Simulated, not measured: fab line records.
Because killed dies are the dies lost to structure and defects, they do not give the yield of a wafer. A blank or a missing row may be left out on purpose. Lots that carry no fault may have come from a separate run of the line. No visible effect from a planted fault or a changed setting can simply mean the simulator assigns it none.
What tool caused it? :: flow n5_finfet :: Sampling: 24 lots, 72 wafers, 5 of 1938 route steps

WHAT EACH GAUGE READ, for each wafer
N5_SD_EPI_P_CD_MEAS_09 targets a cd of 240 nm.
lot: L074
measured: day 3 08:23
on: cd_sem-02
cd_nm (nm): 240.3 241.0 240.7

lot: L075
measured: day 3 15:47
on: cd_sem-01
cd_nm (nm): 240.8 239.7 239.9

lot: L077
measured: day 4 01:14
on: cd_sem-01
cd_nm (nm): 238.7 239.4 239.4

lot: L076
measured: day 4 01:44
on: cd_sem-01
cd_nm (nm): 239.1 240.0 239.8

lot: L078
measured: day 4 11:41
on: cd_sem-03
cd_nm (nm): 239.7 240.2 239.2

lot: L079
measured: day 4 16:18
on: cd_sem-01
cd_nm (nm): 239.2 239.0 239.8

lot: L080
measured: day 4 23:40
on: cd_sem-02
cd_nm (nm): 240.0 240.3 240.3

lot: L081
measured: day 5 02:55
on: cd_sem-02
cd_nm (nm): 240.3 239.8 241.0

lot: L083
measured: day 5 13:31
on: cd_sem-02
cd_nm (nm): 238.7 238.7 239.3

lot: L082
measured: day 5 15:34
on: cd_sem-02
cd_nm (nm): 240.7 240.6 240.0

lot: L084
measured: day 5 23:02
on: cd_sem-01
cd_nm (nm): 241.1 239.7 239.7

lot: L085
measured: day 6 03:14
on: cd_sem-02
cd_nm (nm): 239.9 239.4 240.3

lot: L086
measured: day 6 11:00
on: cd_sem-01
cd_nm (nm): 239.8 240.1 239.6

lot: L087
measured: day 6 11:47
on: cd_sem-01
cd_nm (nm): 240.5 239.9 239.7

lot: L088
measured: day 6 19:58
on: cd_sem-03
cd_nm (nm): 239.8 239.3 239.9

lot: L089
measured: day 6 23:02
on: cd_sem-03
cd_nm (nm): 240.4 240.0 238.7

lot: L090
measured: day 7 11:19
on: cd_sem-01
cd_nm (nm): 240.9 241.0 240.1

lot: L091
measured: day 7 12:42
on: cd_sem-01
cd_nm (nm): 240.0 240.6 239.5

lot: L092
measured: day 7 18:31
on: cd_sem-02
cd_nm (nm): 239.9 240.4 239.7

lot: L093
measured: day 7 22:58
on: cd_sem-03
cd_nm (nm): 242.1 242.1 242.2

lot: L094
measured: day 8 06:47
on: cd_sem-02
cd_nm (nm): 239.5 240.3 239.6

lot: L095
measured: day 8 12:04
on: cd_sem-01
cd_nm (nm): 240.9 241.5 240.0

lot: L096
measured: day 8 20:11
on: cd_sem-02
cd_nm (nm): 239.5 239.2 240.0

lot: L097
measured: day 9 01:07
on: cd_sem-02
cd_nm (nm): 240.5 239.2 240.3

N5_SD_EPI_P_OVL_MEAS_10.
lot: L074
measured: day 3 08:25
on: overlay-01
SD_P_BLK_OVL (nm): 0.3 2.0 0.5

lot: L075
measured: day 3 15:48
on: overlay-01
SD_P_BLK_OVL (nm): -0.5 -1.5 -1.0

lot: L077
measured: day 4 01:16
on: overlay-01
SD_P_BLK_OVL (nm): 0.3 0.0 0.0

lot: L076
measured: day 4 01:46
on: overlay-01
SD_P_BLK_OVL (nm): -1.8 0.6 -0.9

lot: L078
measured: day 4 11:43
on: overlay-01
SD_P_BLK_OVL (nm): 0.1 0.0 0.2

lot: L079
measured: day 4 16:20
on: overlay-02
SD_P_BLK_OVL (nm): -1.0 -0.4 -0.5

lot: L080
measured: day 4 23:41
on: overlay-02
SD_P_BLK_OVL (nm): -0.1 -0.4 -0.4

lot: L081
measured: day 5 02:56
on: overlay-02
SD_P_BLK_OVL (nm): -1.3 -0.6 -1.7

lot: L083
measured: day 5 13:33
on: overlay-02
SD_P_BLK_OVL (nm): -1.3 -0.1 -0.3

lot: L082
measured: day 5 15:35
on: overlay-01
SD_P_BLK_OVL (nm): -1.2 -2.5 -0.2

lot: L084
measured: day 5 23:03
on: overlay-02
SD_P_BLK_OVL (nm): 0.7 -0.2 0.4

lot: L085
measured: day 6 03:16
on: overlay-01
SD_P_BLK_OVL (nm): -0.8 -0.8 -0.5

lot: L086
measured: day 6 11:02
on: overlay-01
SD_P_BLK_OVL (nm): -1.8 -1.8 -0.8

lot: L087
measured: day 6 11:49
on: overlay-02
SD_P_BLK_OVL (nm): -0.7 -0.2 -1.0

lot: L088
measured: day 6 19:59
on: overlay-01
SD_P_BLK_OVL (nm): 0.5 -0.1 0.3

lot: L089
measured: day 6 23:03
on: overlay-02
SD_P_BLK_OVL (nm): -0.1 -1.0 -0.1

lot: L090
measured: day 7 11:21
on: overlay-02
SD_P_BLK_OVL (nm): 1.0 1.5 1.3

lot: L091
measured: day 7 12:44
on: overlay-01
SD_P_BLK_OVL (nm): -1.6 0.0 -1.1

lot: L092
measured: day 7 18:33
on: overlay-01
SD_P_BLK_OVL (nm): 0.3 0.2 1.3

lot: L093
measured: day 7 22:59
on: overlay-02
SD_P_BLK_OVL (nm): 0.8 -0.8 -0.8

lot: L094
measured: day 8 06:49
on: overlay-02
SD_P_BLK_OVL (nm): 0.1 0.0 -0.9

lot: L095
measured: day 8 12:06
on: overlay-01
SD_P_BLK_OVL (nm): -0.3 -0.6 0.2

lot: L096
measured: day 8 20:13
on: overlay-01
SD_P_BLK_OVL (nm): 0.7 -0.4 -0.3

lot: L097
measured: day 9 01:09
on: overlay-02
SD_P_BLK_OVL (nm): -0.4 -0.6 -0.4

N5_ILD0_INSPECT_06: inspects for defects (darkfield).
lot: L074
measured: day 3 19:29
on: defect_inspect-02
raw_defect_count: 26 30 31

lot: L075
measured: day 4 03:57
on: defect_inspect-02
raw_defect_count: 26 38 46

lot: L077
measured: day 4 13:17
on: defect_inspect-02
raw_defect_count: 45 52 37

lot: L076
measured: day 4 13:04
on: defect_inspect-01
raw_defect_count: 34 20 18

lot: L078
measured: day 4 23:16
on: defect_inspect-01
raw_defect_count: 31 30 47

lot: L079
measured: day 5 03:36
on: defect_inspect-02
raw_defect_count: 23 12 45

lot: L080
measured: day 5 11:28
on: defect_inspect-02
raw_defect_count: 54 64 56

lot: L081
measured: day 5 15:13
on: defect_inspect-02
raw_defect_count: 48 32 37

lot: L083
measured: day 6 01:40
on: defect_inspect-01
raw_defect_count: 33 18 46

lot: L082
measured: day 6 03:15
on: defect_inspect-01
raw_defect_count: 37 30 40

lot: L084
measured: day 6 09:55
on: defect_inspect-02
raw_defect_count: 27 32 73

lot: L085
measured: day 6 15:41
on: defect_inspect-01
raw_defect_count: 21 32 26

lot: L086
measured: day 6 21:57
on: defect_inspect-02
raw_defect_count: 25 39 24

lot: L087
measured: day 6 22:53
on: defect_inspect-01
raw_defect_count: 48 45 21

lot: L088
measured: day 7 07:24
on: defect_inspect-02
raw_defect_count: 21 28 35

lot: L089
measured: day 7 10:50
on: defect_inspect-02
raw_defect_count: 20 43 33

lot: L090
measured: day 7 22:37
on: defect_inspect-02
raw_defect_count: 31 44 30

lot: L091
measured: day 7 23:56
on: defect_inspect-02
raw_defect_count: 18 34 16

lot: L092
measured: day 8 05:25
on: defect_inspect-02
raw_defect_count: 30 27 46

lot: L093
measured: day 8 10:53
on: defect_inspect-02
raw_defect_count: 37 33 22

lot: L094
measured: day 8 17:36
on: defect_inspect-02
raw_defect_count: 37 44 12

lot: L095
measured: day 8 23:42
on: defect_inspect-02
raw_defect_count: 24 36 11

lot: L096
measured: day 9 07:09
on: defect_inspect-02
raw_defect_count: 32 84 29

lot: L097
measured: day 9 12:20
on: defect_inspect-02
raw_defect_count: 24 29 27

TOOL THAT RAN EACH LOT (tool first, then ch and the chambers of the sampled wafers, then the start)
lot: L074
N5_SD_EPI_N_ETCH_35: rie_diel-06 ch 0,1,2, day 3 03:01
N5_SD_EPI_N_STRIP_38: plasma_asher-01 ch 0,1, day 3 03:42

lot: L075
N5_SD_EPI_N_ETCH_35: rie_diel-01 ch 0,1,3, day 3 11:17
N5_SD_EPI_N_STRIP_38: plasma_asher-02 ch 0,1, day 3 11:59

lot: L077
N5_SD_EPI_N_ETCH_35: rie_diel-06 ch 0,1,2, day 3 19:56
N5_SD_EPI_N_STRIP_38: plasma_asher-02 ch 0,1, day 3 20:41

lot: L076
N5_SD_EPI_N_ETCH_35: rie_diel-03 ch 0,1,2, day 3 20:59
N5_SD_EPI_N_STRIP_38: plasma_asher-02 ch 0,1, day 3 21:41

lot: L078
N5_SD_EPI_N_ETCH_35: rie_diel-06 ch 0,2,3, day 4 07:26
N5_SD_EPI_N_STRIP_38: plasma_asher-02 ch 0, day 4 08:08

lot: L079
N5_SD_EPI_N_ETCH_35: rie_diel-01 ch 0,1,2, day 4 11:10
N5_SD_EPI_N_STRIP_38: plasma_asher-01 ch 1, day 4 11:51

lot: L080
N5_SD_EPI_N_ETCH_35: rie_diel-03 ch 1,2,3, day 4 19:06
N5_SD_EPI_N_STRIP_38: plasma_asher-02 ch 0,1, day 4 19:47

lot: L081
N5_SD_EPI_N_ETCH_35: rie_diel-06 ch 0,1,3, day 4 20:47
N5_SD_EPI_N_STRIP_38: plasma_asher-02 ch 0,1, day 4 21:29

lot: L083
N5_SD_EPI_N_ETCH_35: rie_diel-01 ch 0,3, day 5 08:32
N5_SD_EPI_N_STRIP_38: plasma_asher-01 ch 0,1, day 5 09:14

lot: L082
N5_SD_EPI_N_ETCH_35: rie_diel-06 ch 0,1,2, day 5 10:42
N5_SD_EPI_N_STRIP_38: plasma_asher-02 ch 0,1, day 5 11:23

lot: L084
N5_SD_EPI_N_ETCH_35: rie_diel-01 ch 0,1,2, day 5 18:53
N5_SD_EPI_N_STRIP_38: plasma_asher-02 ch 0,1, day 5 19:37

lot: L085
N5_SD_EPI_N_ETCH_35: rie_diel-03 ch 1,3, day 5 22:56
N5_SD_EPI_N_STRIP_38: plasma_asher-01 ch 0,1, day 5 23:42

lot: L086
N5_SD_EPI_N_ETCH_35: rie_diel-03 ch 2,3, day 6 06:00
N5_SD_EPI_N_STRIP_38: plasma_asher-02 ch 0,1, day 6 06:42

lot: L087
N5_SD_EPI_N_ETCH_35: rie_diel-06 ch 0,1,2, day 6 07:39
N5_SD_EPI_N_STRIP_38: plasma_asher-02 ch 0,1, day 6 08:20

lot: L088
N5_SD_EPI_N_ETCH_35: rie_diel-03 ch 2,3, day 6 15:40
N5_SD_EPI_N_STRIP_38: plasma_asher-02 ch 0,1, day 6 16:23

lot: L089
N5_SD_EPI_N_ETCH_35: rie_diel-01 ch 1,2, day 6 18:46
N5_SD_EPI_N_STRIP_38: plasma_asher-02 ch 0,1, day 6 19:29

lot: L090
N5_SD_EPI_N_ETCH_35: rie_diel-01 ch 1,2,3, day 7 05:29
N5_SD_EPI_N_STRIP_38: plasma_asher-01 ch 0,1, day 7 06:12

lot: L091
N5_SD_EPI_N_ETCH_35: rie_diel-01 ch 0,1,3, day 7 08:28
N5_SD_EPI_N_STRIP_38: plasma_asher-01 ch 0,1, day 7 09:09

lot: L092
N5_SD_EPI_N_ETCH_35: rie_diel-01 ch 0,1,2, day 7 13:12
N5_SD_EPI_N_STRIP_38: plasma_asher-01 ch 0,1, day 7 13:53

lot: L093
N5_SD_EPI_N_ETCH_35: rie_diel-01 ch 0,2,3, day 7 18:43
N5_SD_EPI_N_STRIP_38: plasma_asher-02 ch 0,1, day 7 19:24

lot: L094
N5_SD_EPI_N_ETCH_35: rie_diel-06 ch 2,3, day 8 02:25
N5_SD_EPI_N_STRIP_38: plasma_asher-01 ch 0,1, day 8 03:06

lot: L095
N5_SD_EPI_N_ETCH_35: rie_diel-01 ch 1,2,3, day 8 07:56
N5_SD_EPI_N_STRIP_38: plasma_asher-01 ch 0,1, day 8 08:38

lot: L096
N5_SD_EPI_N_ETCH_35: rie_diel-06 ch 0,1,3, day 8 15:28
N5_SD_EPI_N_STRIP_38: plasma_asher-01 ch 0,1, day 8 16:09

lot: L097
N5_SD_EPI_N_ETCH_35: rie_diel-06 ch 0,2,3, day 8 21:00
N5_SD_EPI_N_STRIP_38: plasma_asher-02 ch 0,1, day 8 21:41
- N5_SD_EPI_N_ETCH_35: etches SOC in N2/H2, overetch 108 nm, time 486 s.
- N5_SD_EPI_N_STRIP_38: strips in N2/H2.

AS READ BY THE TOOLS THEMSELVES (means over the sampled wafers that have a number; for cases with no such wafer, the mark the record gives instead)
N5_SD_EPI_N_ETCH_35.
lot: L074
tool: rie_diel-06
drypump_motor_current_A (A): 5.7
n2_flow_sccm (sccm): 199.8
oes_product_au (a.u.): 0.80
rf_vpp_V (V): 241.2
showerhead_plenum_p_Torr (Torr): 2.58
throttle_valve_pct (%): 23.6

lot: L075
tool: rie_diel-01
drypump_motor_current_A (A): 5.6
n2_flow_sccm (sccm): 200.4
oes_product_au (a.u.): 0.79
rf_vpp_V (V): 241.0
showerhead_plenum_p_Torr (Torr): 2.54
throttle_valve_pct (%): 23.9

lot: L077
tool: rie_diel-06
drypump_motor_current_A (A): 5.7
n2_flow_sccm (sccm): 200.0
oes_product_au (a.u.): 0.78
rf_vpp_V (V): 240.8
showerhead_plenum_p_Torr (Torr): 2.58
throttle_valve_pct (%): 23.6

lot: L076
tool: rie_diel-03
drypump_motor_current_A (A): 6.0
n2_flow_sccm (sccm): 200.0
oes_product_au (a.u.): 0.69
rf_vpp_V (V): 241.0
showerhead_plenum_p_Torr (Torr): 2.54
throttle_valve_pct (%): 24.1

lot: L078
tool: rie_diel-06
drypump_motor_current_A (A): 6.1
n2_flow_sccm (sccm): 199.3
oes_product_au (a.u.): 0.78
rf_vpp_V (V): 241.0
showerhead_plenum_p_Torr (Torr): 2.62
throttle_valve_pct (%): 23.6

lot: L079
tool: rie_diel-01
drypump_motor_current_A (A): 5.8
n2_flow_sccm (sccm): 199.9
oes_product_au (a.u.): 0.82
rf_vpp_V (V): 240.9
showerhead_plenum_p_Torr (Torr): 2.55
throttle_valve_pct (%): 23.8

lot: L080
tool: rie_diel-03
drypump_motor_current_A (A): 5.9
n2_flow_sccm (sccm): 199.6
oes_product_au (a.u.): 0.75
rf_vpp_V (V): 241.8
showerhead_plenum_p_Torr (Torr): 2.58
throttle_valve_pct (%): 24.2

lot: L081
tool: rie_diel-06
drypump_motor_current_A (A): 6.3
n2_flow_sccm (sccm): 200.7
oes_product_au (a.u.): 0.83
rf_vpp_V (V): 242.2
showerhead_plenum_p_Torr (Torr): 2.67
throttle_valve_pct (%): 23.6

lot: L083
tool: rie_diel-01
drypump_motor_current_A (A): 5.4
n2_flow_sccm (sccm): 200.6
oes_product_au (a.u.): 0.76
rf_vpp_V (V): 241.3
showerhead_plenum_p_Torr (Torr): 2.57
throttle_valve_pct (%): 24.0

lot: L082
tool: rie_diel-06
drypump_motor_current_A (A): 5.7
n2_flow_sccm (sccm): 199.8
oes_product_au (a.u.): 0.76
rf_vpp_V (V): 241.1
showerhead_plenum_p_Torr (Torr): 2.57
throttle_valve_pct (%): 23.6

lot: L084
tool: rie_diel-01
drypump_motor_current_A (A): 5.9
n2_flow_sccm (sccm): 199.9
oes_product_au (a.u.): 0.80
rf_vpp_V (V): 240.9
showerhead_plenum_p_Torr (Torr): 2.54
throttle_valve_pct (%): 23.8

lot: L085
tool: rie_diel-03
drypump_motor_current_A (A): 5.7
n2_flow_sccm (sccm): 200.5
oes_product_au (a.u.): 0.76
rf_vpp_V (V): 242.2
showerhead_plenum_p_Torr (Torr): 2.66
throttle_valve_pct (%): 24.5

lot: L086
tool: rie_diel-03
drypump_motor_current_A (A): 5.6
n2_flow_sccm (sccm): 199.8
oes_product_au (a.u.): 0.73
rf_vpp_V (V): 240.7
showerhead_plenum_p_Torr (Torr): 2.53
throttle_valve_pct (%): 23.9

lot: L087
tool: rie_diel-06
drypump_motor_current_A (A): 5.7
n2_flow_sccm (sccm): 199.4
oes_product_au (a.u.): 0.75
rf_vpp_V (V): 242.3
showerhead_plenum_p_Torr (Torr): 2.57
throttle_valve_pct (%): 23.6

lot: L088
tool: rie_diel-03
drypump_motor_current_A (A): 5.6
n2_flow_sccm (sccm): 200.4
oes_product_au (a.u.): 0.73
rf_vpp_V (V): 241.0
showerhead_plenum_p_Torr (Torr): 2.53
throttle_valve_pct (%): 23.9

lot: L089
tool: rie_diel-01
drypump_motor_current_A (A): 6.1
n2_flow_sccm (sccm): 199.7
oes_product_au (a.u.): 0.79
rf_vpp_V (V): 240.0
showerhead_plenum_p_Torr (Torr): 2.51
throttle_valve_pct (%): 24.1

lot: L090
tool: rie_diel-01
drypump_motor_current_A (A): 5.9
n2_flow_sccm (sccm): 200.1
oes_product_au (a.u.): 0.77
rf_vpp_V (V): 240.9
showerhead_plenum_p_Torr (Torr): 2.54
throttle_valve_pct (%): 24.2

lot: L091
tool: rie_diel-01
drypump_motor_current_A (A): 5.6
n2_flow_sccm (sccm): 199.8
oes_product_au (a.u.): 0.75
rf_vpp_V (V): 239.5
showerhead_plenum_p_Torr (Torr): 2.53
throttle_valve_pct (%): 24.0

lot: L092
tool: rie_diel-01
drypump_motor_current_A (A): 5.8
n2_flow_sccm (sccm): 200.4
oes_product_au (a.u.): 0.78
rf_vpp_V (V): 240.2
showerhead_plenum_p_Torr (Torr): 2.54
throttle_valve_pct (%): 23.8

lot: L093
tool: rie_diel-01
drypump_motor_current_A (A): 5.7
n2_flow_sccm (sccm): 199.7
oes_product_au (a.u.): 0.76
rf_vpp_V (V): 241.4
showerhead_plenum_p_Torr (Torr): 2.57
throttle_valve_pct (%): 24.0

lot: L094
tool: rie_diel-06
drypump_motor_current_A (A): 5.7
n2_flow_sccm (sccm): 199.5
oes_product_au (a.u.): 0.70
rf_vpp_V (V): 240.2
showerhead_plenum_p_Torr (Torr): 2.52
throttle_valve_pct (%): 23.9

lot: L095
tool: rie_diel-01
drypump_motor_current_A (A): 5.9
n2_flow_sccm (sccm): 199.9
oes_product_au (a.u.): 0.76
rf_vpp_V (V): 240.9
showerhead_plenum_p_Torr (Torr): 2.53
throttle_valve_pct (%): 24.2

lot: L096
tool: rie_diel-06
drypump_motor_current_A (A): 6.3
n2_flow_sccm (sccm): 199.9
oes_product_au (a.u.): 0.78
rf_vpp_V (V): 242.8
showerhead_plenum_p_Torr (Torr): 2.65
throttle_valve_pct (%): 23.7

lot: L097
tool: rie_diel-06
drypump_motor_current_A (A): 6.1
n2_flow_sccm (sccm): 199.9
oes_product_au (a.u.): 0.73
rf_vpp_V (V): 241.5
showerhead_plenum_p_Torr (Torr): 2.60
throttle_valve_pct (%): 23.7

N5_SD_EPI_N_STRIP_38.
lot: L074
tool: plasma_asher-01
drypump_motor_current_A (A): 5.20
heater_power_w (W): 322
n2_flow_sccm (sccm): 1751
oes_product_au (a.u.): 0.755

lot: L075
tool: plasma_asher-02
drypump_motor_current_A (A): 5.04
heater_power_w (W): 302
n2_flow_sccm (sccm): 1748
oes_product_au (a.u.): 0.756

lot: L077
tool: plasma_asher-02
drypump_motor_current_A (A): 5.16
heater_power_w (W): 333
n2_flow_sccm (sccm): 1752
oes_product_au (a.u.): 0.762

lot: L076
tool: plasma_asher-02
drypump_motor_current_A (A): 5.17
heater_power_w (W): 324
n2_flow_sccm (sccm): 1747
oes_product_au (a.u.): 0.770

lot: L078
tool: plasma_asher-02
drypump_motor_current_A (A): 5.29
heater_power_w (W): 351
n2_flow_sccm (sccm): 1747
oes_product_au (a.u.): 0.753

lot: L079
tool: plasma_asher-01
drypump_motor_current_A (A): 4.98
heater_power_w (W): 299
n2_flow_sccm (sccm): 1750
oes_product_au (a.u.): 0.772

lot: L080
tool: plasma_asher-02
drypump_motor_current_A (A): 5.16
heater_power_w (W): 325
n2_flow_sccm (sccm): 1744
oes_product_au (a.u.): 0.754

lot: L081
tool: plasma_asher-02
drypump_motor_current_A (A): 5.14
heater_power_w (W): 324
n2_flow_sccm (sccm): 1747
oes_product_au (a.u.): 0.770

lot: L083
tool: plasma_asher-01
drypump_motor_current_A (A): 5.23
heater_power_w (W): 320
n2_flow_sccm (sccm): 1754
oes_product_au (a.u.): 0.772

lot: L082
tool: plasma_asher-02
drypump_motor_current_A (A): 5.14
heater_power_w (W): 331
n2_flow_sccm (sccm): 1750
oes_product_au (a.u.): 0.773

lot: L084
tool: plasma_asher-02
drypump_motor_current_A (A): 5.02
heater_power_w (W): 301
n2_flow_sccm (sccm): 1755
oes_product_au (a.u.): 0.764

lot: L085
tool: plasma_asher-01
drypump_motor_current_A (A): 5.40
heater_power_w (W): 338
n2_flow_sccm (sccm): 1749
oes_product_au (a.u.): 0.752

lot: L086
tool: plasma_asher-02
drypump_motor_current_A (A): 5.14
heater_power_w (W): 331
n2_flow_sccm (sccm): 1751
oes_product_au (a.u.): 0.770

lot: L087
tool: plasma_asher-02
drypump_motor_current_A (A): 5.15
heater_power_w (W): 326
n2_flow_sccm (sccm): 1749
oes_product_au (a.u.): 0.760

lot: L088
tool: plasma_asher-02
drypump_motor_current_A (A): 5.01
heater_power_w (W): 301
n2_flow_sccm (sccm): 1752
oes_product_au (a.u.): 0.757

lot: L089
tool: plasma_asher-02
drypump_motor_current_A (A): 5.02
heater_power_w (W): 303
n2_flow_sccm (sccm): 1749
oes_product_au (a.u.): 0.756

lot: L090
tool: plasma_asher-01
drypump_motor_current_A (A): 5.20
heater_power_w (W): 317
n2_flow_sccm (sccm): 1751
oes_product_au (a.u.): 0.771

lot: L091
tool: plasma_asher-01
drypump_motor_current_A (A): 5.39
heater_power_w (W): 338
n2_flow_sccm (sccm): 1754
oes_product_au (a.u.): 0.745

lot: L092
tool: plasma_asher-01
drypump_motor_current_A (A): 5.37
heater_power_w (W): 340
n2_flow_sccm (sccm): 1756
oes_product_au (a.u.): 0.770

lot: L093
tool: plasma_asher-02
drypump_motor_current_A (A): 5.02
heater_power_w (W): 302
n2_flow_sccm (sccm): 1747
oes_product_au (a.u.): 0.763

lot: L094
tool: plasma_asher-01
drypump_motor_current_A (A): 5.18
heater_power_w (W): 316
n2_flow_sccm (sccm): 1754
oes_product_au (a.u.): 0.760

lot: L095
tool: plasma_asher-01
drypump_motor_current_A (A): 5.19
heater_power_w (W): 324
n2_flow_sccm (sccm): 1749
oes_product_au (a.u.): 0.766

lot: L096
tool: plasma_asher-01
drypump_motor_current_A (A): 5.20
heater_power_w (W): 317
n2_flow_sccm (sccm): 1748
oes_product_au (a.u.): 0.765

lot: L097
tool: plasma_asher-02
drypump_motor_current_A (A): 5.16
heater_power_w (W): 326
n2_flow_sccm (sccm): 1748
oes_product_au (a.u.): 0.749

THE ANSWER, worked out from the rows above alone
Rule: usual is defined by the lots themselves. Put in order of their means at a reading, lots are off if they are a third of the lots or fewer, leave a main group of 4 or more, and stand apart from it by a gap of 3 or more times the standard deviation of the main group's means; of several such gaps the widest counts. If all means in a main group match to the digits the tables above print for the reading, that group is not used. A lot without any number at a reading at which 4 lots or more have one is off too. Any other lot the step has rows for is counted as sound. The gauges are gone through in route order, then the tools' own readings, and for those a lot's mean is taken as printed above. The first step at which some lot is off is used, and at that step the reading that is off furthest; a lot without a number counts as furthest.
Across all readings shown, no lot is off: no conclusion can be drawn from this.

WHAT HAD BEEN PUT IN BY THE SIMULATOR
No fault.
